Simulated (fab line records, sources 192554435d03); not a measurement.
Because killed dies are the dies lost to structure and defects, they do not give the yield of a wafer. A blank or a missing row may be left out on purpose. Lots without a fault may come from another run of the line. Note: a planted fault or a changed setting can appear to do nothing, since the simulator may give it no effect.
Matching of chambers -- flow n5-finfet -- N5_BEOL_M14_DEP_53 on pecvd-03 has 3 sister chambers
The step deposits SiCN from 3MS/NH3, target thk 50 nm, time 17.8 s. 16 wafers are shown with their chamber, then 8 later ones without.

WAFERS PAIRED WITH THEIR CHAMBERS
wafer,chamber,throttle-valve-pct (%),showerhead-plenum-p-Torr (Torr)
L074.3,2,17.2,4.176
L074.4,1,18.7,4.164
L074.5,2,16.9,4.185
L075.3,0,17.5,4.147
L075.4,0,17.6,4.131
L075.6,2,17.1,4.181
L076.1,2,17.1,4.178
L076.2,1,18.8,4.158
L076.5,0,17.6,4.137
L082.1,2,17.4,4.191
L082.4,1,18.9,4.168
L082.5,2,16.8,4.175
L077.1,1,18.8,4.171
L077.3,1,18.7,4.163
L077.6,2,17.4,4.172
L081.1,2,17.0,4.183

SIGNATURES (averages over the wafers above)
reading,chamber 0,chamber 1,chamber 2,scatter within a chamber
throttle-valve-pct,17.567,18.780,17.113,0.167
showerhead-plenum-p-Torr,4.13833,4.16480,4.18013,0.00617
Rule: for each reading, subtract the chamber's mean from the wafer's reading, divide by that reading's scatter and square the result; add these up over the readings and take the root, which gives the wafer's distance from the chamber. The wafer belongs to the nearest chamber; if the next one is less than 2 further off, it can't be placed. The scatter is the square root of a quotient: the sum, over the shown wafers, of each reading's squared deviation from its chamber's mean, divided by wafers minus chambers.

WAFERS WHOSE CHAMBER IS MISSING
wafer,throttle-valve-pct (%),showerhead-plenum-p-Torr (Torr)
L081.3,17.5,4.116
L081.6,17.4,4.190
L086.2,17.6,4.129
L086.3,19.0,4.162
L086.6,17.3,4.187
L087.3,18.7,4.172
L087.4,17.9,4.124
L087.5,18.8,4.156

THE CHAMBER EACH PASSED THROUGH
wafer,from the rows above,in truth
L081.3,0,0
L081.6,2,2
L086.2,0,0
L086.3,1,1
L086.6,2,2
L087.3,1,1
L087.4,0,0
L087.5,1,1
8 of 8 placed correctly. Not placeable from these rows: 0. 0 placed wrongly.
